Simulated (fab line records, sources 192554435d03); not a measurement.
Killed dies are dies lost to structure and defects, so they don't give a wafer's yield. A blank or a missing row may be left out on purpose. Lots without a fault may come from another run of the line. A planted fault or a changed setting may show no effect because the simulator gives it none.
fab line records | flow n5_finfet
record lots=5 wafers=15 last_day=18
route steps=1938 shown BEOL_M15@1780
lots that met no fault: from a run of the same line without faults
start_h: hours from the record's first day to the start of the lot's first wafer shown | wait_h: hours since the lot's step before | " the same as in the row above | L1.1+2: a row that stands for several wafers | - no value, or no start given | * or withheld: withheld | < > ~ a bound
route shown NAME@n: a module of which the file shows steps, and the number in the route of the first | usual: mean/standard deviation of fault-free wafers | same: alike in all rows | chamber/n: place in a boat | sites: the reading at each site | _std_site: their standard deviation | _edge_site: outer sites' mean less inner sites' | radius_mm: how far each site lies from the wafer's centre | mask NAME#n: copy n | behind: the tool/chamber that last shaped the wafer | hold: why the lot was held/for how many hours/how that ended | device: the transistor (n, p or np) that didn't switch | end of line: the same wafers' tests at the end of the route | a step without rows: its recipe alone | killed: dies lost to structure and defects at the first sort, not the wafer's yield | map: a wafer's dies, x killed, . not, _ none there
set.NAME: the setting as run; set.NAME@STEP: as run at that earlier step | model.NAME: the simulator's own value behind a step, which no gauge read
lots at some steps of the route; a table a step, a row a wafer
services: from which hour (start_h, from the record's first day; less than 0 if before it) a tool's chamber was out of use, for how many hours, and why
## steps
# step N5_BEOL_M15_PEB_08
# recipe peb_temp_c=130 peb_time_s=90
# columns lot.wafer tool chamber start_h wait_h
L076.1+2+5 litho_track-03 0 238.19 0.1
L078.2+4+6 litho_track-03 0 248.33 0.0
L080.1+5+6 litho_track-02 0 255.38 0.1
L094.1+2+6 litho_track-03 0 373.95 0.1
L086.1+2+6 litho_track-04 0 422.87 0.1
# step N5_BEOL_M15_DEVELOP_09
# recipe develop_time_s=45 rinse_liquid=diw dry=air_spin dev_temp_c=21
# columns lot.wafer tool chamber start_h wait_h
L076.1+2+5 litho_track-03 0 - -
L078.2+4+6 litho_track-03 0 - -
L080.1+5+6 litho_track-02 0 - -
L094.1+2+6 litho_track-03 0 - -
L086.1+2+6 litho_track-04 0 - -
# step N5_BEOL_M15_HARDBAKE_14
# recipe temp_c=130 time_s=120
# columns lot.wafer tool chamber start_h wait_h
L076.1+2+5 litho_track-03 0 - -
L078.2+4+6 litho_track-03 0 - -
L080.1+5+6 litho_track-02 0 - -
L094.1+2+6 litho_track-03 0 - -
L086.1+2+6 litho_track-04 0 - -
# step N5_BEOL_M15_CD_MEAS_10
# recipe target_cd_nm=360 landing_energy_ev=500 detector=se_inlens polarity=opening
# usual cd_nm=359.1/1.7
# same landing_energy_ev=500
# columns lot.wafer tool chamber start_h wait_h cd_nm
L076.1 cd_sem-02 0 238.30 - 360.3
L076.2 " 0 " " 358.5
L076.5 " 0 " " 359.7
L078.2 cd_sem-03 0 248.45 - 359.4
L078.4 " 0 " " 358.1
L078.6 " 0 " " 360.1
L080.1 cd_sem-03 0 255.50 - 356.1
L080.5 " 0 " " 357.3
L080.6 " 0 " " 355.9
L094.1 cd_sem-01 0 374.06 - 359.2
L094.2 " 0 " " 357.7
L094.6 " 0 " " 357.9
L086.1 cd_sem-02 0 422.99 - 360.4
L086.2 " 0 " " 360.1
L086.6 " 0 " " 360.1
# step N5_BEOL_M15_OVL_MEAS_11
# recipe points_per_wafer=44
# usual V14_OVL=0/6.2
# same points_per_wafer=44
# columns lot.wafer tool chamber start_h wait_h V14_OVL[nm]
L076.1 overlay-01 0 238.33 0.0 -2
L076.2 " 0 " " 9
L076.5 " 0 " " 1
L078.2 overlay-02 0 248.48 0.0 -10
L078.4 " 0 " " -8
L078.6 " 0 " " -7
L080.1 overlay-01 0 255.53 0.0 -6
L080.5 " 0 " " -1
L080.6 " 0 " " 9
L094.1 overlay-02 0 374.09 0.0 5
L094.2 " 0 " " 10
L094.6 " 0 " " 12
L086.1 overlay-02 0 423.02 0.0 7
L086.2 " 0 " " 3
L086.6 " 0 " " -1
# step N5_BEOL_M15_INSPECT_12
# recipe mode=adi inspect_instrument=macro
# usual raw_defect_count=2.2/1.4
# columns lot.wafer tool chamber start_h wait_h raw_defect_count
L076.1 defect_inspect-02 - 238.36 0.0 1
L076.2 " - " " 0
L076.5 " - " " 2
L078.2 defect_inspect-02 - 248.50 0.0 2
L078.4 " - " " 4
L078.6 " - " " 1
L080.1 defect_inspect-01 - 255.55 0.0 1
L080.5 " - " " 3
L080.6 " - " " 2
L094.1 defect_inspect-01 - 374.11 0.0 1
L094.2 " - " " 4
L094.6 " - " " 3
L086.1 defect_inspect-02 - 423.04 0.0 2
L086.2 " - " " 5
L086.6 " - " " 3
# step N5_BEOL_M15_DESCUM_15
# recipe chemistry=O2 time_s=7.9 source_power_w=50 bias_power_w=20 pressure_mtorr=20 rf_frequency_hz=2.712e+07 temp_c=40 o2_flow_sccm=225
# usual drypump_motor_current_A=5.6/0.67 oes_product_au=0.78/0.096 rf_vpp_V=243.2/1.4 showerhead_plenum_p_Torr=2.11/0.071 throttle_valve_pct=20.50/0.27
# columns lot.wafer tool chamber start_h wait_h drypump_motor_current_A oes_product_au rf_hours_counter_h rf_vpp_V showerhead_plenum_p_Torr throttle_valve_pct
L076.1 rie_diel-01 2 238.40 0.0 5.6 0.74 169 244.3 2.09 20.75
L076.2 " 0 " " 5.0 0.76 178 243.6 2.17 20.75
L076.5 " 2 " " 5.5 0.74 - 243.6 2.09 20.75
L078.2 rie_diel-05 3 249.03 0.5 4.9 0.87 44 245.1 2.22 20.46
L078.4 " 0 " " 6.7 0.68 231 241.9 1.97 20.79
L078.6 " 2 " " 5.3 0.70 - 242.2 2.14 20.44
L080.1 rie_diel-01 3 256.43 0.9 4.7 0.69 253 242.1 2.07 20.92
L080.5 " 0 " " 5.0 0.75 - 243.0 2.17 20.76
L080.6 " 3 " " 4.7 0.68 - 243.4 2.07 20.93
L094.1 rie_diel-06 1 374.19 0.1 5.4 0.68 239 244.8 2.06 20.59
L094.2 " 0 " " 6.4 0.77 123 243.8 2.18 20.18
L094.6 " 2 " " 6.5 0.83 - 241.9 2.03 20.09
L086.1 rie_diel-05 3 423.08 0.0 4.9 0.82 86 244.7 2.21 20.52
L086.2 " 0 " " 6.7 0.89 18 245.3 2.22 20.59
L086.6 " 3 " " 4.9 0.82 - 243.4 2.21 20.53
# step N5_BEOL_M15_ETCH_59
# recipe chemistry=N2/H2 target=BARC target_depth_a=890 overetch_a=267 time_s=67.9 ion_energy_ev=200 pressure_mtorr=30 source_w=840 bias_w=150 n2_flow_sccm=200 h2_flow_sccm=200
# usual drypump_motor_current_A=5.6/0.67 oes_product_au=0.67/0.076 rf_vpp_V=524.4/2.5 showerhead_plenum_p_Torr=2.56/0.09 throttle_valve_pct=17.93/0.23
# columns lot.wafer tool chamber start_h wait_h drypump_motor_current_A oes_product_au rf_hours_counter_h rf_vpp_V showerhead_plenum_p_Torr throttle_valve_pct
L076.1 rie_diel-01 2 238.43 0.0 5.6 0.64 169 522.7 2.51 18.02
L076.2 " 0 " " 5.1 0.64 178 526.4 2.64 18.19
L076.5 " 2 " " 5.5 0.65 - 523.7 2.51 18.02
L078.2 rie_diel-05 3 249.07 0.0 4.9 0.74 44 530.0 2.71 17.91
L078.4 " 0 " " 6.7 0.58 231 519.0 2.39 18.29
L078.6 " 2 " " 5.3 0.59 - 525.4 2.61 17.96
L080.1 rie_diel-01 3 256.47 0.0 4.7 0.59 253 522.7 2.50 18.22
L080.5 " 0 " " 5.0 0.64 - 527.6 2.63 18.19
L080.6 " 3 " " 4.7 0.59 - 523.1 2.50 18.22
L094.1 rie_diel-06 1 374.22 0.0 5.4 0.60 239 523.2 2.49 18.00
L094.2 " 0 " " 6.4 0.66 123 528.9 2.66 17.68
L094.6 " 2 " " 6.5 0.69 - 520.5 2.48 17.62
L086.1 rie_diel-05 3 423.11 0.0 5.0 0.70 86 527.0 2.69 17.98
L086.2 " 0 " " 6.7 0.76 18 527.3 2.69 18.00
L086.6 " 3 " " 4.9 0.69 - 527.5 2.69 17.98
# step N5_BEOL_M15_VIA_ETCH_16
# recipe chemistry=C4F8/O2/Ar target=SiO2 he_inner_torr=15 he_outer_torr=30 target_depth_a=17922 time_s=withheld ion_energy_ev=800 pressure_mtorr=20 source_w=1905 bias_w=2040 Ar_flow_sccm=400 C4F8_flow_sccm=16 O2_flow_sccm=12 ends=cleared
# usual C4F8_flow_sccm=16.00/0.051 drypump_motor_current_A=5.6/0.67 he_inner_torr=14.998/0.03 oes_product_au=0.71/0.087 rf_vpp_V=2235/38 showerhead_plenum_p_Torr=3.46/0.1 throttle_valve_pct=31.00/0.26
# columns lot.wafer tool chamber start_h wait_h C4F8_flow_sccm drypump_motor_current_A he_inner_torr oes_product_au rf_vpp_V showerhead_plenum_p_Torr throttle_valve_pct
L076.1 rie_diel-01 2 238.48 0.0 16.06 5.5 14.998 0.68 2287 3.44 31.19
L076.2 " 0 " " 15.96 5.0 14.952 0.68 2302 3.54 31.08
L076.5 " 2 " " 16.07 5.5 15.007 0.68 2287 3.44 31.20
L078.2 rie_diel-05 3 249.12 0.0 16.02 5.0 14.997 0.80 2208 3.62 30.82
L078.4 " 0 " " 16.07 6.7 15.033 0.62 2240 3.28 31.42
L078.6 " 2 " " 16.05 5.3 15.026 0.62 2225 3.54 31.02
L080.1 rie_diel-01 3 256.52 0.0 16.05 4.7 14.977 0.62 2234 3.38 31.20
L080.5 " 0 " " 16.08 5.0 15.044 0.67 2303 3.54 31.08
L080.6 " 3 " " 16.03 4.7 14.987 0.62 2231 3.38 31.18
L094.1 rie_diel-06 1 374.28 0.0 15.91 5.4 15.019 0.61 2223 3.38 30.86
L094.2 " 0 " " 16.00 6.4 15.024 0.69 2193 3.56 30.42
L094.6 " 2 " " 15.93 6.5 14.953 0.73 2203 3.37 30.72
L086.1 rie_diel-05 3 423.16 0.0 16.08 5.0 15.055 0.73 2204 3.59 30.84
L086.2 " 0 " " 15.99 6.7 14.976 0.81 2277 3.66 31.47
L086.6 " 3 " " 16.09 5.0 15.067 0.74 2204 3.59 30.83
# step N5_BEOL_M15_STRIP_63
# recipe chemistry=O2 power_w=600 temp_c=60 pressure_mtorr=30 rf_frequency_hz=6e+07 bias_power_w=0 overash_fraction=0.3 o2_flow_sccm=225
# usual drypump_motor_current_A=5.6/0.67 oes_product_au=0.78/0.096 rf_vpp_V=3.6/0.8 showerhead_plenum_p_Torr=2.11/0.071 throttle_valve_pct=16.74/0.27
# columns lot.wafer tool chamber start_h wait_h drypump_motor_current_A oes_product_au rf_hours_counter_h rf_vpp_V showerhead_plenum_p_Torr throttle_valve_pct
L076.1 rie_diel-01 2 - - 5.6 0.75 169 3.1 2.10 17.00
L076.2 " 0 " " 5.0 0.77 178 3.3 2.18 16.98
L076.5 " 2 " " 5.5 0.76 - 4.2 2.10 16.98
L078.2 rie_diel-05 3 - - 5.0 0.87 44 3.3 2.23 16.67
L078.4 " 0 " " 6.7 0.67 231 3.4 1.97 17.06
L078.6 " 2 " " 5.3 0.68 - 4.0 2.14 16.73
L080.1 rie_diel-01 3 - - 4.7 0.67 254 2.5 2.08 17.13
L080.5 " 0 " " 5.0 0.74 - 1.8 2.18 17.00
L080.6 " 3 " " 4.7 0.69 - 5.3 2.08 17.13
L094.1 rie_diel-06 1 - - 5.4 0.68 239 3.5 2.07 16.89
L094.2 " 0 " " 6.4 0.77 123 4.5 2.18 16.48
L094.6 " 2 " " 6.5 0.81 - 4.3 2.03 16.33
L086.1 rie_diel-05 3 - - 4.9 0.82 86 2.6 2.21 16.75
L086.2 " 0 " " 6.7 0.89 18 4.4 2.22 16.73
L086.6 " 3 " " 4.9 0.81 - 3.7 2.21 16.75
# step N5_BEOL_M15_STRIP_64
# recipe chemistry=O2 power_w=600 temp_c=60 pressure_mtorr=30 rf_frequency_hz=6e+07 bias_power_w=0 overash_fraction=0.3 o2_flow_sccm=225
# usual drypump_motor_current_A=5.6/0.67 oes_product_au=0.78/0.096 rf_vpp_V=3.7/0.52 showerhead_plenum_p_Torr=2.11/0.071 throttle_valve_pct=16.74/0.27
# columns lot.wafer tool chamber start_h wait_h drypump_motor_current_A oes_product_au rf_hours_counter_h rf_vpp_V showerhead_plenum_p_Torr throttle_valve_pct
L076.1 rie_diel-01 2 - - 5.6 0.74 169 3.5 2.10 16.97
L076.2 " 0 " " 5.0 0.75 178 3.4 2.18 16.99
L076.5 " 2 " " 5.5 0.74 - 3.8 2.10 16.98
L078.2 rie_diel-05 3 - - 4.9 0.87 44 3.7 2.23 16.68
L078.4 " 0 " " 6.7 0.68 231 3.1 1.97 17.06
L078.6 " 2 " " 5.3 0.69 - 4.2 2.14 16.76
L080.1 rie_diel-01 3 - - 4.7 0.68 254 3.2 2.08 17.14
L080.5 " 0 " " 5.0 0.76 - 4.2 2.18 17.00
L080.6 " 3 " " 4.7 0.68 - 4.0 2.08 17.13
L094.1 rie_diel-06 1 - - 5.4 0.68 239 3.5 2.06 16.89
L094.2 " 0 " " 6.4 0.78 123 3.9 2.19 16.47
L094.6 " 2 " " 6.5 0.82 - 3.6 2.04 16.33
L086.1 rie_diel-05 3 - - 4.9 0.81 86 3.7 2.21 16.74
L086.2 " 0 " " 6.7 0.89 18 4.1 2.22 16.73
L086.6 " 3 " " 4.9 0.82 - 3.7 2.21 16.76
# step N5_BEOL_M15_STRIP_65
# recipe chemistry=post_etch_residue_remover time_s=60 temp_c=25 remover_ph=withheld remover_water_wt_pct=withheld remover_fluoride_wt_pct=withheld
# columns lot.wafer tool chamber start_h wait_h
L076.1+2+5 wet_bench-01 5,1,6 238.83 -
L078.2+4+6 wet_bench-02 5,2,4 249.48 -
L080.1+5+6 wet_bench-02 2,3,6 256.87 -
L094.1+2+6 wet_bench-04 0,4,5 374.63 -
L086.1+2+6 wet_bench-02 6,7,5 423.52 -
# step N5_BEOL_M15_SRD_66
# recipe time_s=30 temp_c=23 rinse_liquid=diw dry=n2_spin spin_rpm=1500 dry_time_s=30
# columns lot.wafer tool chamber start_h wait_h
L076.1+2+5 wet_bench-01 5,1,6 238.85 0.0
L078.2+4+6 wet_bench-02 5,2,4 249.50 0.0
L080.1+5+6 wet_bench-02 2,3,6 256.89 0.0
L094.1+2+6 wet_bench-04 0,4,5 374.65 0.0
L086.1+2+6 wet_bench-02 6,7,5 423.54 0.0
# step N5_BEOL_M15_CD_MEAS_17
# recipe target_cd_nm=360 polarity=opening
# usual cd_nm=359.4/2.2
# columns lot.wafer tool chamber start_h wait_h cd_nm
L076.1 cd_sem-02 - 238.89 0.0 357.9
L076.2 " - " " 358.5
L076.5 " - " " 356.3
L078.2 cd_sem-03 - 249.54 0.0 359.7
L078.4 " - " " 360.1
L078.6 " - " " 358.5
L080.1 cd_sem-03 - 256.93 0.0 356.6
L080.5 " - " " 357.4
L080.6 " - " " 357.2
L094.1 cd_sem-01 - 374.69 0.0 360.5
L094.2 " - " " 359.3
L094.6 " - " " 360.0
L086.1 cd_sem-03 - 423.58 0.0 359.5
L086.2 " - " " 358.7
L086.6 " - " " 360.6
# step N5_BEOL_M15_COAT_56
# recipe resist=SOC temp_c=250 time_s=60 spin_rpm=1500 resist_thk_nm=550
# usual dispense_pressure_kPa=50.2/2.3
# columns lot.wafer tool chamber start_h wait_h dispense_pressure_kPa
L076.1 litho_track-04 0 238.93 0.0 50.0
L076.2 " 0 " " 50.0
L076.5 " 0 " " 50.0
L078.2 litho_track-02 0 249.58 0.0 53.3
L078.4 " 0 " " 53.3
L078.6 " 0 " " 53.3
L080.1 litho_track-04 0 256.97 0.0 50.0
L080.5 " 0 " " 50.0
L080.6 " 0 " " 50.0
L094.1 litho_track-03 0 374.74 0.0 47.0
L094.2 " 0 " " 47.1
L094.6 " 0 " " 47.0
L086.1 litho_track-04 0 423.61 0.0 50.0
L086.2 " 0 " " 50.0
L086.6 " 0 " " 49.9
# step N5_BEOL_M15_ETCH_57
# recipe chemistry=N2/H2 target=SOC source_w=3000 bias_w=350 time_s=750 ion_energy_ev=200 pressure_mtorr=30 n2_flow_sccm=200 h2_flow_sccm=200
# usual drypump_motor_current_A=5.6/0.66 oes_product_au=0.79/0.094 rf_vpp_V=524.7/2.5 showerhead_plenum_p_Torr=2.57/0.087 throttle_valve_pct=17.79/0.23
# columns lot.wafer tool chamber start_h wait_h drypump_motor_current_A oes_product_au rf_hours_counter_h rf_vpp_V showerhead_plenum_p_Torr throttle_valve_pct
L076.1 rie_diel-06 0 239.00 - 6.4 0.81 87 527.2 2.68 17.50
L076.2 " 3 " " 5.4 0.73 188 523.0 2.52 17.92
L076.5 " 3 " " 5.4 0.72 - 522.6 2.52 17.94
L078.2 rie_diel-06 1 249.64 - 5.4 0.71 206 523.2 2.51 17.85
L078.4 " 3 " " 5.4 0.72 193 522.9 2.52 17.94
L078.6 " 1 " " 5.3 0.71 - 522.2 2.51 17.83
L080.1 rie_diel-06 0 257.26 - 6.4 0.80 95 527.7 2.68 17.52
L080.5 " 3 " " 5.4 0.71 - 523.0 2.52 17.94
L080.6 " 0 " " 6.4 0.81 - 530.1 2.68 17.52
L094.1 rie_diel-06 0 374.80 - 6.4 0.77 124 527.3 2.66 17.55
L094.2 " 1 " " 5.4 0.69 239 523.4 2.49 17.89
L094.6 " 2 " " 6.5 0.83 - 523.6 2.48 17.51
L086.1 rie_diel-06 0 423.68 - 6.4 0.76 138 526.7 2.66 17.59
L086.2 " 2 " " 6.5 0.82 72 520.3 2.47 17.54
L086.6 " 2 " " 6.5 0.81 - 521.6 2.47 17.53
# step N5_BEOL_M15_COAT_60
# recipe resist=BARC temp_c=205 time_s=60 spin_rpm=1500 resist_thk_nm=89
# usual dispense_pressure_kPa=50.0/2.6
# columns lot.wafer tool chamber start_h wait_h dispense_pressure_kPa
L076.1 litho_track-04 0 239.50 0.3 49.9
L076.2 " 0 " " 49.9
L076.5 " 0 " " 49.9
L078.2 litho_track-02 0 250.15 0.3 53.3
L078.4 " 0 " " 53.3
L078.6 " 0 " " 53.2
L080.1 litho_track-03 0 257.76 0.3 47.0
L080.5 " 0 " " 47.0
L080.6 " 0 " " 47.0
L094.1 litho_track-02 0 375.30 0.3 53.3
L094.2 " 0 " " 53.3
L094.6 " 0 " " 53.3
L086.1 litho_track-03 0 424.18 0.3 47.0
L086.2 " 0 " " 47.0
L086.6 " 0 " " 47.0
# step N5_BEOL_M15_COAT_22
# recipe spin_rpm=1704 resist_thk_nm=800
# usual dispense_pressure_kPa=50.0/2.6
# columns lot.wafer tool chamber start_h wait_h dispense_pressure_kPa
L076.1 litho_track-04 0 - - 50.0
L076.2 " 0 " " 50.0
L076.5 " 0 " " 50.0
L078.2 litho_track-02 0 - - 53.3
L078.4 " 0 " " 53.4
L078.6 " 0 " " 53.3
L080.1 litho_track-03 0 - - 47.1
L080.5 " 0 " " 47.1
L080.6 " 0 " " 47.1
L094.1 litho_track-02 0 - - 53.3
L094.2 " 0 " " 53.3
L094.6 " 0 " " 53.3
L086.1 litho_track-03 0 - - 46.9
L086.2 " 0 " " 47.0
L086.6 " 0 " " 47.0
# step N5_BEOL_M15_EBR_24
# recipe solvent=PGMEA ebr_width_mm=1.5
# columns lot.wafer tool chamber start_h wait_h
L076.1+2+5 litho_track-04 0 - -
L078.2+4+6 litho_track-02 0 - -
L080.1+5+6 litho_track-03 0 - -
L094.1+2+6 litho_track-02 0 - -
L086.1+2+6 litho_track-03 0 - -
# step N5_BEOL_M15_SOFTBAKE_23
# recipe temp_c=130 time_s=60
# columns lot.wafer tool chamber start_h wait_h
L076.1+2+5 litho_track-04 0 - -
L078.2+4+6 litho_track-02 0 - -
L080.1+5+6 litho_track-03 0 - -
L094.1+2+6 litho_track-02 0 - -
L086.1+2+6 litho_track-03 0 - -
# step N5_BEOL_M15_EXPOSE_25
# recipe mask_id=M15 na=0.8 source_shape=annular sigma_inner=0.5 sigma_outer=0.8 polarization=unpolarized target_cd_nm=400 dose_mj=35.5
# columns lot.wafer tool chamber start_h wait_h mask
L076.1+2+5 krf_scanner-01 0 239.60 - M15#0
L078.2+4+6 krf_scanner-02 0 250.25 - M15#0
L080.1+5+6 krf_scanner-01 0 257.98 - M15#0
L094.1+2+6 krf_scanner-01 0 375.53 - M15#0
L086.1+2+6 krf_scanner-02 0 424.40 - M15#0
# step N5_BEOL_M15_PEB_26
# recipe peb_temp_c=130 peb_time_s=90
# columns lot.wafer tool chamber start_h wait_h
L076.1+2+5 litho_track-03 0 239.65 0.1
L078.2+4+6 litho_track-02 0 250.30 0.0
L080.1+5+6 litho_track-03 0 258.04 0.1
L094.1+2+6 litho_track-02 0 375.59 0.1
L086.1+2+6 litho_track-04 0 424.46 0.1
# step N5_BEOL_M15_DEVELOP_27
# recipe develop_time_s=45 rinse_liquid=diw dry=air_spin dev_temp_c=21
# columns lot.wafer tool chamber start_h wait_h
L076.1+2+5 litho_track-03 0 - -
L078.2+4+6 litho_track-02 0 - -
L080.1+5+6 litho_track-03 0 - -
L094.1+2+6 litho_track-02 0 - -
L086.1+2+6 litho_track-04 0 - -
# step N5_BEOL_M15_HARDBAKE_32
# recipe temp_c=130 time_s=120
# columns lot.wafer tool chamber start_h wait_h
L076.1+2+5 litho_track-03 0 - -
L078.2+4+6 litho_track-02 0 - -
L080.1+5+6 litho_track-03 0 - -
L094.1+2+6 litho_track-02 0 - -
L086.1+2+6 litho_track-04 0 - -
# step N5_BEOL_M15_CD_MEAS_28
# recipe target_cd_nm=407.6 landing_energy_ev=500 detector=se_inlens
# usual cd_nm=407.3/1.9
# same landing_energy_ev=500
# columns lot.wafer tool chamber start_h wait_h cd_nm
L076.1 cd_sem-03 0 239.77 - 406.6
L076.2 " 0 " " 404.5
L076.5 " 0 " " 404.9
L078.2 cd_sem-02 0 250.42 - 408.5
L078.4 " 0 " " 407.7
L078.6 " 0 " " 407.9
L080.1 cd_sem-02 0 258.16 - 407.9
L080.5 " 0 " " 407.5
L080.6 " 0 " " 409.2
L094.1 cd_sem-01 0 375.70 - 406.2
L094.2 " 0 " " 402.2
L094.6 " 0 " " 404.9
L086.1 cd_sem-03 0 424.57 - 406.9
L086.2 " 0 " " 405.7
L086.6 " 0 " " 406.7
# step N5_BEOL_M15_OVL_MEAS_29
# recipe points_per_wafer=44
# usual M15_OVL=1/4.8
# same points_per_wafer=44
# columns lot.wafer tool chamber start_h wait_h M15_OVL[nm]
L076.1 overlay-01 0 239.80 0.0 1
L076.2 " 0 " " 2
L076.5 " 0 " " 1
L078.2 overlay-02 0 250.45 0.0 -5
L078.4 " 0 " " -3
L078.6 " 0 " " 4
L080.1 overlay-01 0 258.19 0.0 -10
L080.5 " 0 " " -3
L080.6 " 0 " " -6
L094.1 overlay-01 0 375.73 0.0 -2
L094.2 " 0 " " 4
L094.6 " 0 " " -2
L086.1 overlay-01 0 424.60 0.0 6
L086.2 " 0 " " -3
L086.6 " 0 " " -1
# step N5_BEOL_M15_INSPECT_30
# recipe mode=adi inspect_instrument=macro
# usual raw_defect_count=2.0/1.4
# columns lot.wafer tool chamber start_h wait_h raw_defect_count
L076.1 defect_inspect-02 - 239.82 0.0 2
L076.2 " - " " 1
L076.5 " - " " 4
L078.2 defect_inspect-01 - 250.47 0.0 3
L078.4 " - " " 3
L078.6 " - " " 4
L080.1 defect_inspect-01 - 258.21 0.0 1
L080.5 " - " " 0
L080.6 " - " " 4
L094.1 defect_inspect-02 - 375.76 0.0 1
L094.2 " - " " 0
L094.6 " - " " 1
L086.1 defect_inspect-01 - 424.63 0.0 2
L086.2 " - " " 0
L086.6 " - " " 5
# step N5_BEOL_M15_DESCUM_33
# recipe chemistry=O2 time_s=7.9 source_power_w=50 bias_power_w=20 pressure_mtorr=20 rf_frequency_hz=2.712e+07 temp_c=40 o2_flow_sccm=225
# usual drypump_motor_current_A=5.6/0.71 oes_product_au=0.77/0.088 rf_vpp_V=243.2/1.5 showerhead_plenum_p_Torr=2.10/0.079 throttle_valve_pct=20.52/0.24
# columns lot.wafer tool chamber start_h wait_h drypump_motor_current_A oes_product_au rf_hours_counter_h rf_vpp_V showerhead_plenum_p_Torr throttle_valve_pct
L076.1 rie_diel-06 2 239.86 0.0 6.5 0.88 20 242.5 2.04 20.03
L076.2 " 1 " " 5.4 0.72 202 243.1 2.07 20.54
L076.5 " 2 " " 6.5 0.89 - 244.2 2.04 20.02
L078.2 rie_diel-05 2 250.50 0.0 5.3 0.69 229 243.6 2.14 20.43
L078.4 " 0 " " 6.7 0.68 231 240.6 1.97 20.78
L078.6 " 3 " " 4.9 0.88 - 245.5 2.22 20.47
L080.1 rie_diel-01 0 258.67 0.5 5.0 0.76 187 244.3 2.17 20.76
L080.5 " 0 " " 5.0 0.75 - 244.4 2.17 20.78
L080.6 " 3 " " 4.7 0.68 - 242.0 2.07 20.91
L094.1 rie_diel-01 3 375.79 0.0 4.7 0.90 24 241.6 2.06 20.54
L094.2 " 1 " " 5.2 0.89 28 243.8 2.12 20.10
L094.6 " 3 " " 4.7 0.89 - 241.3 2.06 20.54
L086.1 rie_diel-01 0 424.66 0.0 5.0 0.72 231 244.0 2.16 20.84
L086.2 " 2 " " 5.6 0.70 227 241.7 2.07 20.83
L086.6 " 2 " " 5.6 0.70 - 243.2 2.07 20.82
# step N5_BEOL_M15_ETCH_61
# recipe chemistry=N2/H2 target=BARC target_depth_a=890 overetch_a=267 time_s=67.9 ion_energy_ev=200 pressure_mtorr=30 source_w=840 bias_w=150 n2_flow_sccm=200 h2_flow_sccm=200
# usual drypump_motor_current_A=5.6/0.72 oes_product_au=0.66/0.071 rf_vpp_V=524.2/2.8 showerhead_plenum_p_Torr=2.55/0.099 throttle_valve_pct=17.96/0.22
# columns lot.wafer tool chamber start_h wait_h drypump_motor_current_A oes_product_au rf_hours_counter_h rf_vpp_V showerhead_plenum_p_Torr throttle_valve_pct
L076.1 rie_diel-06 2 239.89 0.0 6.5 0.75 20 521.9 2.50 17.54
L076.2 " 1 " " 5.4 0.61 202 523.6 2.51 17.93
L076.5 " 2 " " 6.5 0.75 - 521.8 2.50 17.56
L078.2 rie_diel-05 2 250.54 0.0 5.3 0.60 229 525.9 2.61 17.96
L078.4 " 0 " " 6.7 0.58 231 519.1 2.39 18.28
L078.6 " 3 " " 4.9 0.74 - 527.9 2.71 17.91
L080.1 rie_diel-01 0 258.71 0.0 5.0 0.63 187 526.5 2.63 18.18
L080.5 " 0 " " 5.0 0.64 - 525.7 2.63 18.18
L080.6 " 3 " " 4.7 0.59 - 522.1 2.50 18.24
L094.1 rie_diel-01 3 375.82 0.0 4.8 0.78 24 521.4 2.49 17.81
L094.2 " 1 " " 5.2 0.76 28 526.2 2.59 17.55
L094.6 " 3 " " 4.7 0.78 - 522.0 2.49 17.81
L086.1 rie_diel-01 0 424.70 0.0 5.0 0.61 231 525.8 2.61 18.25
L086.2 " 2 " " 5.6 0.60 227 523.3 2.49 18.10
L086.6 " 2 " " 5.6 0.62 - 522.7 2.49 18.12
# step N5_BEOL_M15_TRENCH_ETCH_34
# recipe chemistry=C4F8/O2/Ar target=SiO2 target_depth_a=8729.3 he_inner_torr=15 he_outer_torr=30 time_s=199 ion_energy_ev=800 pressure_mtorr=20 source_w=1905 bias_w=2040 Ar_flow_sccm=400 C4F8_flow_sccm=16 O2_flow_sccm=12
# usual C4F8_flow_sccm=16.00/0.047 drypump_motor_current_A=5.6/0.72 he_inner_torr=15.003/0.028 oes_product_au=0.77/0.09 rf_vpp_V=2232/38 showerhead_plenum_p_Torr=3.46/0.11 throttle_valve_pct=31.04/0.28
# columns lot.wafer tool chamber start_h wait_h C4F8_flow_sccm drypump_motor_current_A he_inner_torr oes_product_au rf_hours_counter_h rf_vpp_V showerhead_plenum_p_Torr throttle_valve_pct
L076.1 rie_diel-06 2 239.94 0.0 16.02 6.5 14.969 0.89 20 2205 3.39 30.72
L076.2 " 1 " " 16.01 5.4 15.017 0.70 202 2224 3.40 30.82
L076.5 " 2 " " 15.95 6.5 14.961 0.88 - 2206 3.39 30.70
L078.2 rie_diel-05 2 250.59 0.0 16.03 5.3 15.012 0.69 229 2226 3.54 31.05
L078.4 " 0 " " 15.98 6.7 14.996 0.69 231 2240 3.28 31.45
L078.6 " 3 " " 15.99 4.9 14.961 0.87 - 2206 3.61 30.81
L080.1 rie_diel-01 0 258.76 0.0 15.92 5.0 15.043 0.75 187 2301 3.54 31.12
L080.5 " 0 " " 16.04 5.0 14.995 0.75 - 2301 3.54 31.12
L080.6 " 3 " " 16.03 4.7 14.997 0.69 - 2234 3.38 31.21
L094.1 rie_diel-01 3 375.88 0.0 15.90 4.7 15.024 0.91 24 2232 3.36 30.94
L094.2 " 1 " " 16.02 5.2 15.041 0.90 28 2244 3.51 30.83
L094.6 " 3 " " 15.94 4.7 15.007 0.91 - 2232 3.36 30.93
L086.1 rie_diel-01 0 424.75 0.0 16.01 5.0 14.964 0.71 231 2300 3.51 31.15
L086.2 " 2 " " 16.04 5.6 14.950 0.70 227 2285 3.40 31.28
L086.6 " 2 " " 16.05 5.6 15.010 0.70 - 2285 3.40 31.29
## services
# columns tool chamber start_h hours kind
krf_scanner-02 - 230.43 4.0 pm
krf_scanner-01 - 235.80 1.4 repair
wet_bench-01 - 239.83 0.6 repair
krf_scanner-02 - 242.54 0.8 pm
krf_scanner-01 - 253.48 1.3 pm
rie_diel-05 - 253.99 4.3 pm
krf_scanner-01 - 256.46 1.0 pm
krf_scanner-02 - 269.81 1.3 pm
rie_diel-05 - 284.08 2.4 repair
krf_scanner-02 - 293.96 1.0 pm
rie_diel-01 1 294.48 7.1 repair
rie_diel-05 - 320.91 14.6 pm
krf_scanner-02 - 336.15 0.2 repair
wet_bench-04 - 340.53 1.9 pm
rie_diel-05 0 348.78 2.5 repair
rie_diel-06 3 349.43 8.6 repair
rie_diel-01 0 362.90 12.3 repair
rie_diel-05 1 368.33 8.1 repair
krf_scanner-01 - 370.80 0.8 pm
krf_scanner-02 - 377.70 0.8 pm
krf_scanner-01 - 400.87 3.6 pm
krf_scanner-02 - 407.10 5.5 repair
rie_diel-06 1 418.76 6.1 repair
rie_diel-05 - 419.60 1.1 repair
## key
fault none
